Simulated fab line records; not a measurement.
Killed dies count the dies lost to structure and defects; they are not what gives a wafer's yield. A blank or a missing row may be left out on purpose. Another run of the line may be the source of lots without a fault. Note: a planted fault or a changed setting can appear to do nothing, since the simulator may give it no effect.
Struck lot and sound lot, side by side -- flow n5-finfet -- 16 out of 1938 route steps
Sound: the wafers L900.2, L900.3, L900.5. Struck: wafer L911.6. (L911.3, L911.4 of the same lot were not struck and are left out.) The cause comes at the end.
At each step with rows: each side's tool, then ch and its chambers, then its first start. Under that, the readings that differ: sound wafers -- struck wafers -- difference of the means -- sigmas: that difference in standard deviations of wafers without a fault.
alike: readings with means less than 2 such deviations apart, plus words and numbers identical on both sides. not compared: withheld readings, readings lacking a value on some wafer, bounds such as >300 that could conceal the same value, and numbers that have no deviation in the record and whose values overlap.
The two part at a step that has a row with sigmas, a row that says differs or no value, or rows on one side only. Numbers that don't overlap but have no deviation are shown without sigmas and don't part them. Lack of a reading on every wafer of one side parts them only where that side has two or more wafers.

first, 3 steps without rows for these wafers: N5_MOL_CONTACT_COAG_ETCH_106 (etches SOC in N2/H2, target depth 80 nm, overetch 16 nm, time 120 s); N5_MOL_CONTACT_COAG_STRIP_107 (strips in N2/H2); N5_MOL_CONTACT_COAG_STRIP_108 (strips in N2/H2).
N5_MOL_CONTACT_COAG_CONTACT_ETCH_14: etches SiO2 in C4F6/O2, target depth 27.5 nm, overetch 8.5 nm, time 20 s.
  sound on rie-diel-04 ch 0,2, day 7 13:44; struck on rie-diel-03 ch 1, day 10 03:23
reading,sound,struck,difference,sigmas
drypump-motor-current-A (A),5.6 5.5 5.6,6.4,+0.8,+2
throttle-valve-pct (%),21.67 20.91 21.67,20.88,-0.54,-2
  alike: oes-product-au, rf-vpp-V, showerhead-plenum-p-Torr
  not compared: rf-hours-counter-h
then, 1 step without rows for these wafers: N5_MOL_CONTACT_COAG_STRIP_109 (strips in C4F6/O2).
N5_MOL_CONTACT_COAG_ETCH_15: etches SiNx in CH3F/O2, stops on Si:P, target depth 7 nm.
  sound on rie-diel-04 ch 0,2, day 7 13:46; struck on rie-diel-03 ch 1, day 10 03:25
reading,sound,struck,difference,sigmas
throttle-valve-pct (%),16.73 15.98 16.74,15.93,-0.55,-2
  alike: drypump-motor-current-A, oes-product-au, rf-vpp-V, showerhead-plenum-p-Torr
  not compared: rf-hours-counter-h
N5_MOL_CONTACT_COAG_ETCH_110: etches Si in CF4/O2, target depth 2.5 nm, time 8 s.
  sound on rie-diel-04 ch 0,2, day 7 13:50; struck on rie-diel-03 ch 1, day 10 03:29
reading,sound,struck,difference,sigmas
drypump-motor-current-A (A),5.6 5.5 5.6,6.4,+0.8,+2
throttle-valve-pct (%),11.12 10.40 11.14,10.29,-0.60,-2
  alike: oes-product-au, rf-vpp-V, showerhead-plenum-p-Torr
  not compared: rf-hours-counter-h
then, 1 step without rows for these wafers: N5_MOL_CONTACT_COAG_STRIP_98 (strips in N2/H2).
N5_MOL_CONTACT_COAG_CD_MEAS_99 targets a cd of 17.2 nm.
  sound: cd-sem-02 at day 7 13:57; struck: cd-sem-02 at day 10 03:36
  alike: cd-nm
then, 2 steps without rows for these wafers: N5_MOL_CONTACT_COAG_IMPLANT_129; N5_MOL_CONTACT_COAG_PRECLEAN_111 (cleans in NF3:NH3, afs cycles 1, time 20 s, sublimation time 60 s).
N5_MOL_CONTACT_COAG_TI_SIL_19: material Ti, target thk 4.2 nm, time 15 s.
  sound: pvd-sputter-01 at day 7 14:49; struck: pvd-sputter-02 at day 10 04:14
  alike: throttle-valve-pct
N5_MOL_CONTACT_COAG_ALD_20: deposits TiN, target thk 1.5 nm, pulse time 1 s, purge time 3 s.
  sound on ald-metal-02 ch 0,1, day 7 14:56; struck on ald-metal-01 ch 1, day 10 04:21
reading,sound,struck,difference,sigmas
ald-cycles,68 68 68,43,-25,
heater-power-w (W),901 813 820,1090,+245,+2
model.TiN_of_MOL_CONTACT_COAG_ALD_20.thk-nm (nm),1.4 1.4 1.4,1,+0,
  alike: precursor-pulse-height-rel
N5_MOL_CONTACT_COAG_SIL_ANNEAL_21: time 60 s.
  sound on rtp-anneal-01 ch 0, day 7 15:20; struck on rtp-anneal-02 ch 0, day 10 04:55
reading,sound,struck,difference,sigmas
lamp-power-pct (%),8.4 8.4 8.4,5.5,-2.9,-2
lamp_zone_2_pct (%),8.4 8.4 8.4,5.5,-2.9,-2
  alike: wafer_temp_C_max
-- the record jumps here: 4 days lie between the struck wafers' starts before and after (it left off in module MOL_CONTACT_COAG and takes up again in module BEOL_M4, whose first step shown is number 1111 of the route) --
N5_BEOL_M4_RC_MEAS_101:
  sound on prober-01 ch 0, day 11 17:55; struck on prober-01 ch 0, day 14 04:36
  alike: DIBL_N, DIBL_P, IOFF_N, IOFF_P, ION_N, ION_P, SS_N, SS_P, VT_N, VT_P
N5_PASSIVATION_PROBE_49:
  rows exist in the record for the sound wafers here (prober-01, day 16 07:05), none for the struck ones

== WHERE THEY PART ==
Earliest at N5_MOL_CONTACT_COAG_CONTACT_ETCH_14; latest, in this record, at N5_PASSIVATION_PROBE_49.

WHY: the cause the simulator had injected
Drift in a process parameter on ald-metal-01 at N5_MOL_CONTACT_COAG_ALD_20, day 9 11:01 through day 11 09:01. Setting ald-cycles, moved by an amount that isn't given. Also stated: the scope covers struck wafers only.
